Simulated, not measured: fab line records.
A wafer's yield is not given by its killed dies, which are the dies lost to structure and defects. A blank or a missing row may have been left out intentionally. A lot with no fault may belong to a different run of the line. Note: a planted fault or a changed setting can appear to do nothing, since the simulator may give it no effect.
fab line records + flow n5Finfet
record:
- lots: 4
- wafers: 10
- lastDay: 17
route steps=1938 shown MOL_CONTACT_COAG@625 BEOL_M0_SAQP@632 BEOL_M4@1111
lots untouched by any fault: they come from a run of this same line in which no faults occurred
startH: hours from the record's first day to the start of the lot's first wafer shown + waitH: how many hours have passed since the lot's step before this one + " same as the row above + L1.1+2: a single row standing in for several wafers + - no value present, or no start provided + * or withheld: withheld + < > ~ a bound
route shown NAME@n: NAME is a module with steps in the file, n the number in the route of the first one + usual: average and standard deviation across the fault-free wafers + same: alike in all rows + chamber/n: place in a boat + sites: each site's reading + _std_site: the standard deviation of these + _edge_site: inner sites' mean taken away from outer sites' mean + radiusMm: for every site, how far away it sits from the centre of the wafer + mask NAME#n: copy n + behind: tool/chamber where the wafer was last shaped + hold: what put the lot on hold/how long, in hours/how the hold closed + device: the n, p or np transistor that did not switch + end of line: at the end of the route, the tests of the same wafers + step lacking rows: just its recipe + killed: at the first sort, the dies lost to defects and structure; wafer yield is something else + map: shows each die of a wafer: x if killed, . if not, _ if none is there
set.NAME: setting as actually run; set.NAME@STEP: the setting as run at that earlier step + model.NAME: the simulator's own value behind a step, which no gauge read
a table for each step, a row for each wafer; lots at some steps of the route
services: a tool's chamber out of use, with start hour (startH, from the record's first day; less than 0 if before it), hours out, and reason
== steps ==
step: N5_MOL_CONTACT_COAG_PRECLEAN_127
recipe:
- chemistry: DIW
- timeS: 57.5
- tempC: 23
step: N5_MOL_CONTACT_COAG_SRD_128
recipe:
- dryTimeS: 32
- dry: n2Spin
- spinRpm: 1500
step: N5_MOL_CONTACT_COAG_CMP_52
recipe:
- stopOn: SiO2
- tOverpolishS: 1.5
- postCmpClean: wDiluteNh4oh
- downForcePsi: 4
- platenRpm: 50.289
- padVelocityMS: 1.0006
- targetThkNm: 66.5
step: N5_MOL_CONTACT_COAG_ANNEAL_112
recipe:
- tempC: 400
- timeS: 1800
- ambient: HPD2
- pressureAtm: 10
step: N5_BEOL_M0_SAQP_PECVD_00
recipe:
- material: SiCN
- targetThkA: 80
- tempC: withheld
- precursor: 3MS/NH3
- pressureTorr: 3
- rfW: 202
- timeS: 14
step: N5_BEOL_M0_SAQP_ILD_DEP_01
recipe:
- material: SiOC
- targetThkA: 454.19
- tempC: 350
- precursor: DEMS/O2
- pressureTorr: 5
- rfW: 500
- timeS: 8.7
step: N5_BEOL_M0_SAQP_HM_DEP_02
recipe:
- material: TiN
- targetThkA: 120
- tempC: 25
- chamberPressurePa: 0.49996
step: N5_BEOL_M0_SAQP_PECVD_03
recipe:
- material: SiCN
- targetThkA: 120
- tempC: withheld
- precursor: 3MS/NH3
- pressureTorr: 3
- rfW: 202
- timeS: 21.1
step: N5_BEOL_M0_SAQP_PECVD_96
recipe:
- material: a-Si
- targetThkA: 450
- tempC: 350
- precursor: SiH4/He
- pressureTorr: 3
- rfW: 100
- timeS: 45.2
step: N5_BEOL_M0_SAQP_PECVD_97
recipe:
- material: SiNx
- targetThkA: 230
- tempC: 350
- precursor: SiH4/NH3/N2
- pressureTorr: 1.5
- rfW: 300
- timeS: 19.9
usual:
- heaterPowerW: 587/58
- showerheadPlenumPTorr: 5.14/0.067
- susceptorTempC: 350.00/0.21
- throttleValvePct: 40.7/1.9
| lot.wafer | tool     | chamber | startH | waitH | heaterPowerW | showerheadPlenumPTorr | susceptorTempC | throttleValvePct | model.SiNx_of_BEOL_M0_SAQP_PECVD_97.thkNm |
|-----------|----------|---------|--------|-------|--------------|-----------------------|----------------|------------------|-------------------------------------------|
| L478.4    | pecvd-04 | 0       | 178.39 | 0.0   | 716          | 5.16                  | 349.83         | 40.9             | 23.2                                      |
| L478.5    | "        | 2       | "      | "     | 620          | 5.20                  | 349.91         | 37.2             | 23                                        |
| L478.6    | "        | 1       | "      | "     | 548          | 5.05                  | 350.04         | 41.5             | 23.2                                      |
| L480.1    | pecvd-01 | 1       | 198.47 | 0.0   | 519          | 5.09                  | 350.16         | 42.1             | 22.6                                      |
| L480.4    | "        | 1       | "      | "     | 508          | 5.09                  | 349.86         | 42.0             | 23.2                                      |
| L480.6    | "        | 2       | "      | "     | 474          | 5.18                  | 349.48         | 44.8             | 23                                        |
| L485.4    | pecvd-04 | 1       | 223.97 | 0.0   | 470          | 5.06                  | 349.98         | 41.4             | 23.2                                      |
| L485.5    | "        | 0       | "      | "     | 683          | 5.19                  | -              | 41.4             | 21.6                                      |
| L489.4    | pecvd-04 | 1       | 256.91 | 0.0   | 481          | 5.06                  | 349.87         | 41.4             | 23.4                                      |
| L489.5    | "        | 2       | "      | "     | 609          | 5.20                  | -              | 37.3             | 21.6                                      |
step: N5_BEOL_M0_SAQP_PECVD_04
recipe:
- material: a-Si
- targetThkA: 600
- tempC: 350
- precursor: SiH4/He
- pressureTorr: 3
- rfW: 100
- timeS: 60.2
step: N5_BEOL_M0_SAQP_HM_DEP_111
recipe:
- material: SiO2
- targetThkA: 120
- tempC: 400
- precursor: SiH4/N2O
- pressureTorr: 0.75
- rfW: 275
- timeS: 7.2
step: N5_BEOL_M0_SAQP_COAT_81
recipe:
- resist: SOC
- tempC: 250
- timeS: 60
- spinRpm: 1500
- resistThkNm: 100
step: N5_BEOL_M0_SAQP_COAT_82
recipe:
- resist: SiARC
- tempC: 220
- timeS: 60
- spinRpm: 1500
- resistThkNm: 30
step: N5_BEOL_M0_SAQP_COAT_08
recipe:
- resist: CAR-ArF
- spinRpm: 1500
- resistThkNm: 90
step: N5_BEOL_M0_SAQP_EBR_10
recipe:
- solvent: PGMEA
- ebrWidthMm: 1.5
step: N5_BEOL_M0_SAQP_SOFTBAKE_09
recipe:
- tempC: 110
- timeS: 60
- resist: CAR-ArF
step: N5_BEOL_M0_SAQP_EXPOSE_11
recipe:
- maskId: M0_CORE
- na: 1.35
- sourceShape: dipole
- sigmaInner: 0.538
- sigmaOuter: 0.738
- polarization: te
- targetCdNm: 42
- doseMj: 55
step: N5_BEOL_M0_SAQP_PEB_12
recipe:
- pebTempC: withheld
- pebTimeS: 60
- resist: CAR-ArF
step: N5_BEOL_M0_SAQP_DEVELOP_13
recipe:
- developTimeS: 30
- developer: TMAH
- resist: CAR-ArF
- devTempC: 23
- rinseLiquid: diw
- dry: airSpin
step: N5_BEOL_M0_SAQP_DESCUM_19
recipe:
- chemistry: O2
- timeS: 7.9
- sourcePowerW: 50
- biasPowerW: 20
- pressureMtorr: 20
- rfFrequencyHz: 2.712e+07
- tempC: 40
- resist: CAR-ArF
- o2FlowSccm: 225
step: N5_BEOL_M0_SAQP_ETCH_83
recipe:
- chemistry: CF4
- target: SiARC
- targetDepthA: 390
- maskMaterial: CAR-ArF
- timeS: 65
- ionEnergyEv: 80
- pressureMtorr: 40
- sourceW: 545
- biasW: 36
- Ar_flow_sccm: 100
- cf4FlowSccm: 100
- ends: cleared
step: N5_BEOL_M0_SAQP_ETCH_84
recipe:
- chemistry: N2/H2
- target: SOC
- targetDepthA: 1000
- overetchA: 200
- maskMaterial: SiARC
- tempC: 40
- timeS: 150
- ionEnergyEv: 200
- pressureMtorr: 30
- sourceW: 840
- biasW: 150
- n2FlowSccm: 200
- h2FlowSccm: 200
step: N5_BEOL_M0_SAQP_STRIP_80
recipe:
- chemistry: N2/H2
- tempC: 40
- n2FlowSccm: 200
- h2FlowSccm: 200
- rfFrequencyHz: 6e+07
step: N5_BEOL_M0_SAQP_HM_OPEN_112
recipe:
- chemistry: CHF3/O2
- target: SiO2
- stopOn: a-Si
- targetDepthA: 120
- overEtchFrac: 1.25
- maskMaterial: SOC
- timeS: 13.5
- pressureMtorr: 30
- sourceW: 650
- biasW: 170
- Ar_flow_sccm: 200
- CHF3_flow_sccm: 50
- O2_flow_sccm: 5
- ionEnergyEv: 200
- ends: endPoint
step: N5_BEOL_M0_SAQP_STRIP_113
recipe:
- chemistry: CHF3/O2
- resist: SiARC
- rfFrequencyHz: 6e+07
step: N5_BEOL_M0_SAQP_MANDREL_ETCH_20
recipe:
- targetDepthA: 600
- chemistry: HBr/Cl2
- target: a-Si
- stopOn: SiNx
- btTimeS: 10
- maskMaterial: SOC
- overEtchFrac: 0.5
- timeS: 30
- pressureMtorr: 10
- icpW: 800
- biasW: 75
- HBr_flow_sccm: 150
- Cl2_flow_sccm: 80
- ends: endPoint
step: N5_BEOL_M0_SAQP_STRIP_86
recipe:
- chemistry: N2/H2
- powerW: 500
- tempC: 40
- pressureMtorr: 50
- rfFrequencyHz: 6e+07
- overashFraction: 0.3
- biasPowerW: 28
- h2Frac: 0.5
- n2FlowSccm: 300
- h2FlowSccm: 300
step: N5_BEOL_M0_SAQP_STRIP_115
recipe:
- chemistry: postEtchResidueRemover
- timeS: 60
- tempC: 25
- removerPh: withheld
- removerWaterWtPct: withheld
- removerFluorideWtPct: withheld
step: N5_BEOL_M0_SAQP_SRD_93
recipe:
- dry: ipaMarangoni
- timeS: 30
- tempC: 23
- rinseLiquid: diw
step: N5_BEOL_M0_SAQP_RECESS_114
recipe:
- chemistry: HF/NH3
- target: SiO2
- targetDepthA: 144
- afsCycles: 3
- tempC: 30
- sublimationTempC: 180
- sublimationTimeS: 60
step: N5_BEOL_M0_SAQP_SPACER1_ALD_98
recipe:
- material: SiO2
- targetThkA: 128
- tempC: 300
- aldPrecursorFamily: BDEAS
- aldCoReactant: O2-plasma
- pulseTimeS: 1
- purgeTimeS: 2
- coReactantPurgeTimeS: 2
- aldCycles: 138
- pressureTorr: 2
step: N5_BEOL_M0_SAQP_SPACER1_ETCHBACK_99
recipe:
- chemistry: CHF3/O2
- mode: anisotropicEtchback
- target: SiO2
- targetDepthA: 154
- timeS: 7.7
- pressureMtorr: 30
- sourceW: 650
- biasW: 170
- Ar_flow_sccm: 200
- CHF3_flow_sccm: 50
- O2_flow_sccm: 5
- ionEnergyEv: 200
step: N5_BEOL_M0_SAQP_MANDREL1_REMOVE_100
recipe:
- chemistry: HBr/Cl2/O2
- btTimeS: 10
- target: a-Si
- stopOn: SiNx
- endpoint: OES-SiCl
- overEtchFrac: 0.85
- icpW: 600
- biasW: 30
- HBr_flow_sccm: 150
- Cl2_flow_sccm: 80
- O2_flow_sccm: 5
- pressureMtorr: 10
step: N5_BEOL_M0_SAQP_ETCH_106
recipe:
- chemistry: N2/H2
- target: SOC
- targetDepthA: 1500
- stopOn: SiNx
- ionEnergyEv: 100
- biasW: 61
- pressureMtorr: 30
- sourceW: 850
- n2FlowSccm: 200
- h2FlowSccm: 200
usual:
- drypumpMotorCurrentA: 5.6/0.45
- h2FlowSccm: 200.1/0.59
- oesProductAu: 0.79/0.083
- rfVppV: 241.0/1.5
- showerheadPlenumPTorr: 2.56/0.099
- throttleValvePct: 17.83/0.21
| lot.wafer | tool       | chamber | startH | waitH | drypumpMotorCurrentA | h2FlowSccm | oesProductAu | rfHoursCounterH | rfVppV | showerheadPlenumPTorr | throttleValvePct | model.SiNx_of_BEOL_M0_SAQP_PECVD_97.thkNm |
|-----------|------------|---------|--------|-------|----------------------|------------|--------------|-----------------|--------|-----------------------|------------------|-------------------------------------------|
| L478.4    | rieDiel-04 | 3       | 181.43 | -     | 6.4                  | 200.5      | 0.71         | -               | 238.2  | 2.41                  | 17.87            | 15.6                                      |
| L478.5    | "          | 2       | "      | "     | 5.8                  | 200.5      | 0.69         | -               | 242.5  | 2.61                  | 18.00            | 15.6                                      |
| L478.6    | "          | 1       | "      | "     | 5.7                  | 200.7      | 0.83         | -               | 240.4  | 2.47                  | 17.54            | 15.4                                      |
| L480.1    | rieDiel-04 | 0       | 202.14 | -     | 5.8                  | 199.3      | 0.67         | 251             | 241.3  | 2.61                  | 18.01            | 14.8                                      |
| L480.4    | "          | 2       | "      | "     | 5.8                  | 200.3      | 0.68         | -               | 242.0  | 2.60                  | 18.00            | 15.6                                      |
| L480.6    | "          | 1       | "      | "     | 5.8                  | 200.3      | 0.82         | -               | 239.5  | 2.47                  | 17.57            | 15.4                                      |
| L485.4    | rieDiel-01 | 3       | 227.61 | -     | 5.4                  | 200.7      | 0.84         | 62              | 241.9  | 2.58                  | 17.71            | 15.6                                      |
| L485.5    | "          | 0       | "      | "     | 5.0                  | 200.7      | 0.84         | -               | 242.4  | 2.69                  | 17.90            | 13.8                                      |
| L489.4    | rieDiel-04 | 0       | 259.77 | -     | 5.8                  | 200.7      | 0.97         | -               | 240.7  | 2.60                  | 17.56            | 15.6                                      |
| L489.5    | "          | 3       | "      | "     | 6.5                  | 199.9      | 0.69         | -               | 239.9  | 2.41                  | 17.88            | 14                                        |
step: N5_BEOL_M4_RC_MEAS_101
usual:
- DIBL_N: 36.4/1.3
- DIBL_P: 36.5/1.7
- IOFF_N: 0.154/0.022
- IOFF_P: 0.202/0.025
- ION_N: 671/9.8
- ION_P: 460/6.8
- SS_N: 71.6/0.54
- SS_P: 73.4/0.58
- VT_N: 250.9/2.8
- VT_P: -251.4/2.7
| lot.wafer | tool      | chamber | startH | waitH | DIBL_N[mV/V] | DIBL_P[mV/V] | IOFF_N[nA/um] | IOFF_P[nA/um] | ION_N[uA/um] | ION_P[uA/um] | SS_N[mV/dec] | SS_P[mV/dec] | VT_N[mV] | VT_P[mV] |
|-----------|-----------|---------|--------|-------|--------------|--------------|---------------|---------------|--------------|--------------|--------------|--------------|----------|----------|
| L478.4    | prober-01 | 0       | 230.69 | 0.5   | 36.0         | 38.9         | 0.155         | 0.192         | 670          | 460          | 71.8         | 73.2         | 251.3    | -252.9   |
| L478.5    | "         | 0       | "      | "     | 34.5         | 37.5         | 0.130         | 0.163         | 668          | 451          | 71.6         | 72.3         | 254.5    | -258.2   |
| L478.6    | "         | 0       | "      | "     | 36.3         | 39.3         | 0.157         | 0.190         | 675          | 461          | 71.5         | 73.4         | 250.8    | -253.5   |
| L480.1    | prober-02 | 0       | 261.41 | 0.0   | 35.9         | 35.8         | 0.158         | 0.198         | 677          | 467          | 72.0         | 74.0         | 248.8    | -247.8   |
| L480.4    | "         | 0       | "      | "     | 36.6         | 37.2         | 0.176         | 0.216         | 679          | 461          | 72.1         | 73.8         | 249.0    | -251.8   |
| L480.6    | "         | 0       | "      | "     | 35.4         | 35.5         | 0.147         | 0.183         | 678          | 469          | 71.9         | 73.9         | 250.8    | -252.8   |
| L485.4    | prober-01 | 0       | 283.07 | 0.5   | 36.8         | 36.0         | 0.153         | 0.235         | 660          | 459          | 71.4         | 73.9         | 254.5    | -247.9   |
| L485.5    | "         | 0       | "      | "     | 35.5         | 34.1         | 0.123         | 0.204         | 652          | 460          | 70.8         | 73.4         | 254.2    | -250.5   |
| L489.4    | prober-01 | 0       | 306.06 | 0.5   | 36.5         | 37.8         | 0.169         | 0.209         | 689          | 468          | 71.7         | 74.0         | 248.4    | -249.1   |
| L489.5    | "         | 0       | "      | "     | 34.7         | 35.4         | 0.129         | 0.166         | 667          | 451          | 71.6         | 73.0         | 252.9    | -251.2   |
== services ==
| tool       | chamber | startH | hours | kind                         |
|------------|---------|--------|-------|------------------------------|
| rieDiel-01 | 2       | 163.08 | 6.8   | repair                       |
| rieDiel-04 | 0       | 179.56 | 5.8   | repair                       |
| rieDiel-04 | 3       | 185.77 | 45.5  | repair                       |
| rieDiel-01 | 2       | 199.95 | -     | clean                        |
| rieDiel-01 | 2       | 199.95 | -     | consumableReplace:focusRing  |
| pecvd-01   | 2       | 202.42 | -     | clean                        |
| pecvd-01   | 2       | 202.42 | -     | consumableReplace:showerhead |
| pecvd-01   | 2       | 202.42 | 29.0  | scheduledDown                |
| pecvd-01   | 2       | 202.42 | 29.0  | ventCycle                    |
| pecvd-04   | 1       | 220.00 | 2.1   | scheduledDown                |
| rieDiel-04 | -       | 226.56 | 15.6  | pm                           |
| pecvd-01   | -       | 240.01 | 0.7   | repair                       |
| pecvd-04   | 2       | 241.44 | 2.1   | scheduledDown                |
| rieDiel-04 | 0       | 242.16 | -     | clean                        |
| rieDiel-04 | 0       | 242.16 | -     | consumableReplace:focusRing  |
| rieDiel-04 | 0       | 242.16 | 16.1  | scheduledDown                |
| rieDiel-04 | 0       | 242.16 | 16.1  | ventCycle                    |
| rieDiel-04 | 1       | 246.44 | 6.6   | repair                       |
| rieDiel-04 | 2       | 248.61 | 3.7   | repair                       |
| rieDiel-04 | 2       | 258.24 | -     | clean                        |
| rieDiel-04 | 2       | 258.24 | -     | consumableReplace:focusRing  |
== key ==
firstSign none at tools or gauges
modelEffect:
- step: N5_BEOL_M0_SAQP_PECVD_97
- value: SiNx_of_BEOL_M0_SAQP_PECVD_97.thkNm
- without: 23.1
- struck: 21.6
modelEffect:
- step: N5_BEOL_M0_SAQP_ETCH_106
- value: SiNx_of_BEOL_M0_SAQP_PECVD_97.thkNm
- without: 15.5
- struck: 13.9
metAt N5_BEOL_M0_SAQP_PECVD_97
struckWafers L485.5,L489.5
onsetBetween 178.39 223.97
fault:
- kind: processParameterDrift
- tool: pecvd-04
- chamber: -
- onsetH: 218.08
- steps: N5_BEOL_M0_SAQP_PECVD_97
- channel: timeS
- offset: *
- shape: step
- endH: 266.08
- scope: struckWafersOnly
- actsIn: *
- stated: *
